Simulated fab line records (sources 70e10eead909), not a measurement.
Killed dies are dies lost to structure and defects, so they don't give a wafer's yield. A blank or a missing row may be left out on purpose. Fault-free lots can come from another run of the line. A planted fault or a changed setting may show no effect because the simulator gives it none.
Chamber matching | flow nandHarc | NHARC_P_GATE_DESCUM_61 on rieDiel-06 has 4 sister chambers
The step chemistry O2, time 3 s. 27 wafers are shown with their chamber, then 12 later ones without.

== WAFERS PAIRED WITH THEIR CHAMBERS ==
wafer  | chamber | drypumpMotorCurrentA (A) | oesProductAu (a.u.) | throttleValvePct (%)
L074.1 | 3       | 6.7                      | 0.996               | 11.310
L074.5 | 0       | 5.3                      | 0.994               | 11.304
L074.6 | 3       | 6.6                      | 0.996               | 11.312
L077.1 | 3       | 6.6                      | 1.009               | 11.313
L077.5 | 2       | 5.0                      | 0.999               | 11.291
L077.6 | 0       | 5.3                      | 1.007               | 11.321
L078.1 | 3       | 6.7                      | 1.001               | 11.300
L078.2 | 2       | 5.0                      | 1.000               | 11.313
L078.6 | 2       | 5.0                      | 1.000               | 11.315
L079.1 | 0       | 5.3                      | 1.005               | 11.320
L079.2 | 2       | 5.0                      | 1.009               | 11.323
L079.3 | 3       | 6.6                      | 1.002               | 11.305
L084.1 | 1       | 5.4                      | 0.996               | 11.329
L084.4 | 0       | 5.3                      | 1.002               | 11.315
L084.6 | 0       | 5.3                      | 1.002               | 11.327
L089.3 | 2       | 5.0                      | 1.001               | 11.300
L089.4 | 3       | 6.7                      | 1.005               | 11.311
L089.6 | 3       | 6.6                      | 1.002               | 11.297
L088.3 | 2       | 5.0                      | 1.010               | 11.311
L088.4 | 3       | 6.6                      | 1.005               | 11.291
L088.5 | 0       | 5.3                      | 0.999               | 11.305
L090.1 | 1       | 5.4                      | 0.989               | 11.313
L090.5 | 1       | 5.4                      | 0.995               | 11.328
L090.6 | 0       | 5.3                      | 0.999               | 11.316
L091.1 | 0       | 5.3                      | 0.996               | 11.311
L091.3 | 1       | 5.4                      | 0.997               | 11.310
L091.6 | 2       | 5.0                      | 1.000               | 11.322

SIGNATURES, as means of the wafers listed above
reading              | chamber 0 | chamber 1 | chamber 2 | chamber 3 | scatter within a chamber
drypumpMotorCurrentA | 5.300     | 5.400     | 5.000     | 6.638     | 0.0286
oesProductAu         | 1.00050   | 0.99425   | 1.00271   | 1.00200   | 0.00439
throttleValvePct     | 11.31488  | 11.32000  | 11.31071  | 11.30488  | 0.00933
Rule: for each reading, subtract the chamber's mean from the wafer's reading, divide by that reading's scatter and square the result; add these up over the readings and take the root, which gives the wafer's distance from the chamber. If the next closest chamber is less than 2 further off than the closest, the wafer can't be placed; otherwise it belongs to the closest. The scatter: take each reading less its chamber's mean, square it, sum over the shown wafers, divide by the number of wafers less the number of chambers, and take the root.

== WAFERS MISSING THEIR CHAMBER ==
wafer  | drypumpMotorCurrentA (A) | oesProductAu (a.u.) | throttleValvePct (%)
L092.1 | 5.0                      | 1.013               | 11.324
L092.5 | 5.5                      | 1.006               | 11.304
L092.6 | 5.3                      | 0.995               | 11.318
L095.1 | 5.0                      | 0.996               | 11.317
L095.5 | 5.0                      | 1.010               | 11.322
L095.6 | 6.6                      | 1.010               | 11.303
L094.2 | 5.4                      | 0.995               | 11.316
L094.3 | 6.6                      | 0.990               | 11.329
L094.6 | 6.6                      | 1.005               | 11.298
L096.3 | 6.7                      | 1.002               | 11.308
L096.4 | 5.3                      | 1.007               | 11.321
L096.6 | 5.0                      | 0.994               | 11.320

== WHICH CHAMBER EACH WENT THROUGH ==
wafer  | from the rows above | in truth
L092.1 | 2                   | 2
L092.5 | 1                   | 1
L092.6 | 0                   | 0
L095.1 | 2                   | 2
L095.5 | 2                   | 2
L095.6 | 3                   | 3
L094.2 | 1                   | 1
L094.3 | 3                   | 3
L094.6 | 3                   | 3
L096.3 | 3                   | 3
L096.4 | 0                   | 0
L096.6 | 2                   | 2
Correct placement for 12 of the 12. Number that these rows cannot place: 0. Number placed wrongly: 0.
